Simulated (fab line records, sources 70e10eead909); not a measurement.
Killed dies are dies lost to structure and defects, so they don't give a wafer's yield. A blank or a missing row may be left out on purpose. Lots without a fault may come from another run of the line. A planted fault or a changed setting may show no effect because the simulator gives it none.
Chamber matching | flow nand_harc | NHARC_A_STAIRCASE_DESCUM_312 on rie_diel-02: 4 sister chambers
The step chemistry O2, time 3 s. 7 wafers are shown with their chamber, then 7 later ones without.

WAFERS WITH THEIR CHAMBER
wafer  | chamber | showerhead_plenum_p_Torr (Torr) | drypump_motor_current_A (A)
L084.1 | 2       | 1.98                            | 5.87
L084.6 | 1       | 2.07                            | 5.57
L085.1 | 1       | 2.07                            | 5.60
L085.2 | 3       | 1.92                            | 5.23
L085.4 | 0       | 1.77                            | 5.78
L089.1 | 2       | 1.97                            | 5.87
L089.3 | 0       | 1.77                            | 5.77

WAFERS WITHOUT THEIR CHAMBER
wafer  | showerhead_plenum_p_Torr (Torr) | drypump_motor_current_A (A)
L089.6 | 1.77                            | 5.76
L094.1 | 2.06                            | 5.61
L094.3 | 1.91                            | 5.25
L094.4 | 2.07                            | 5.81
L096.2 | 1.96                            | 5.84
L096.3 | 2.07                            | 5.80
L096.4 | 1.91                            | 5.22

WHICH CHAMBER EACH WENT THROUGH
wafer  | from the rows above | in truth
L089.6 | 0                   | 0
L094.1 | 1                   | 1
L094.3 | 3                   | 3
L094.4 | 1                   | 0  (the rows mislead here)
L096.2 | 2                   | 2
L096.3 | 1                   | 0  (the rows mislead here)
L096.4 | 3                   | 3
Placed correctly: 5 of 7. Can't be placed from these rows: 0. Placed wrongly: 2.
How it was worked out, from the rows above alone: a wafer's distance from a chamber is the root of the sum, over the readings, of the square of ((its reading less the chamber's mean) divided by the reading's scatter). The wafer belongs to the nearest chamber; if the next one is less than 2 further off, it can't be placed. A chamber's mean is the mean of its shown wafers. The scatter: the root of (the sum of the squares of (reading less its chamber's mean) over the shown wafers, divided by (wafers less chambers)).
